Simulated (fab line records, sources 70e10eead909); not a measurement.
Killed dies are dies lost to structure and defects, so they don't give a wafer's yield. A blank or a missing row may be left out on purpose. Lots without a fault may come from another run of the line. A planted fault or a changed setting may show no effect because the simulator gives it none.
A struck lot beside a sound one | flow nand_harc | 14 steps out of a route of 1159
Sound: wafers L110.1, L110.2, L110.4. Struck: wafers L114.1, L114.5. (L114.6 of the same lot was not struck and is left out.) The cause comes at the end.
At each step with rows: each side's tool, then ch and its chambers, then its first start. Under that, the readings that differ: sound wafers | struck wafers | difference of the means | sigmas: that difference in standard deviations of wafers without a fault.
alike: readings whose means differ by less than 2 such deviations, and words and numbers that are the same on both sides. not compared: withheld readings, readings that some wafer has no value for, bounds like >300 that may hide the same value, and numbers for which the record gives no deviation and whose values overlap.
The two part at a step that has a row with sigmas, a row that says differs or no value, or rows on one side only. Numbers that don't overlap but have no deviation are shown without sigmas and don't part them. A reading that every wafer of one side lacks parts them only if that side has two wafers or more.

first, 1 step without rows for these wafers: NHARC_A_CONTACT_ETCH_139 (etches the open film in C4F8/O2/Ar, time 137 s, target depth 590 nm).
NHARC_A_CONTACT_ETCH_92: etches the open film in CH3F/O2, target depth 40 nm, time 85.7 s.
  sound on rie_diel-11 ch 0,1,2, day 17 08:55; struck on rie_diel-05 ch 2, day 18 06:11
  reading               | sound          | struck    | difference | sigmas
  oes_product_au (a.u.) | 1.01 1.00 1.00 | 0.94 0.93 | -0.07      | -2
  alike: drypump_motor_current_A, rf_vpp_V, showerhead_plenum_p_Torr, throttle_valve_pct
  not compared: rf_hours_counter_h
NHARC_A_CONTACT_ETCH_98: etches the open film in C4F6/O2, target depth 20 nm, time 10 s.
  sound on rie_diel-11 ch 1,2,3; struck on rie_diel-05 ch 0
  reading               | sound             | struck      | difference | sigmas
  oes_product_au (a.u.) | 1.016 1.002 1.016 | 0.949 0.951 | -0.061     | -3
  rf_vpp_V (V)          | 548.8 545.3 541.9 | 550.8 551.5 | +5.8       | +2
  alike: drypump_motor_current_A, showerhead_plenum_p_Torr, throttle_valve_pct
  not compared: rf_hours_counter_h
NHARC_A_CONTACT_CD_MEAS_15:
  sound on cd_sem-03, day 17 09:08; struck on cd_sem-03, day 18 06:23
  alike: cd_nm
then, 3 steps without rows for these wafers: NHARC_A_CONTACT_STRIP_107 (strips in N2/H2); NHARC_A_CONTACT_STRIP_108 (strips in CF4/CHF3); NHARC_A_CONTACT_STRIP_109 (strips in O2/COS).
NHARC_A_CONTACT_ETCH_110: etches the open film in CF4/O2, target depth 50 nm, overetch 5 nm, time 27.5 s.
  sound on rie_diel-11 ch 0,2,3, day 17 09:34; struck on rie_diel-05 ch 1,2, day 18 06:41
  alike: drypump_motor_current_A, oes_f_703_au, oes_product_au, rf_vpp_V, showerhead_plenum_p_Torr, throttle_valve_pct
  not compared: rf_hours_counter_h
NHARC_A_CONTACT_STRIP_26: strips in O2.
  sound on rie_diel-11 ch 1,2,3; struck on rie_diel-05 ch 0,3
  alike: drypump_motor_current_A, oes_product_au, rf_vpp_V, showerhead_plenum_p_Torr, throttle_valve_pct
  not compared: rf_hours_counter_h
then, 1 step without rows for these wafers: NHARC_A_CONTACT_STRIP_27 (strips in post etch residue remover, time 600 s).
NHARC_A_CONTACT_ALD_18: deposits TiN, target thk 3 nm, pulse time 1 s, ald cycles 150.
  sound on ald_metal-03 ch 0,1,3, day 17 10:13; struck on ald_metal-01 ch 0, day 18 07:21
  alike: heater_power_w, precursor_pulse_height_rel
then, 1 step without rows for these wafers: NHARC_A_CONTACT_CVD_19 (deposits W, target thk 300 nm, time 802 s).
NHARC_A_CONTACT_CMP_20: polishes, t overpolish 30 s, target thk 300 nm.
  sound on cmp-02 ch 0,1,2, day 17 17:30; struck on cmp-02 ch 0,1, day 18 08:26
  reading                | sound          | struck    | difference | sigmas
  time_to_endpoint_s (s) | 60.7 60.1 60.9 | 33.9 31.7 | -27.8      | -13
  alike: motor_current_A, overpolish_run_s
then, 1 step without rows for these wafers: NHARC_END_SORT_01.

WHERE THEY PART
First at NHARC_A_CONTACT_ETCH_92; last, within this record, at NHARC_A_CONTACT_CMP_20.

WHY: what the simulator had put in
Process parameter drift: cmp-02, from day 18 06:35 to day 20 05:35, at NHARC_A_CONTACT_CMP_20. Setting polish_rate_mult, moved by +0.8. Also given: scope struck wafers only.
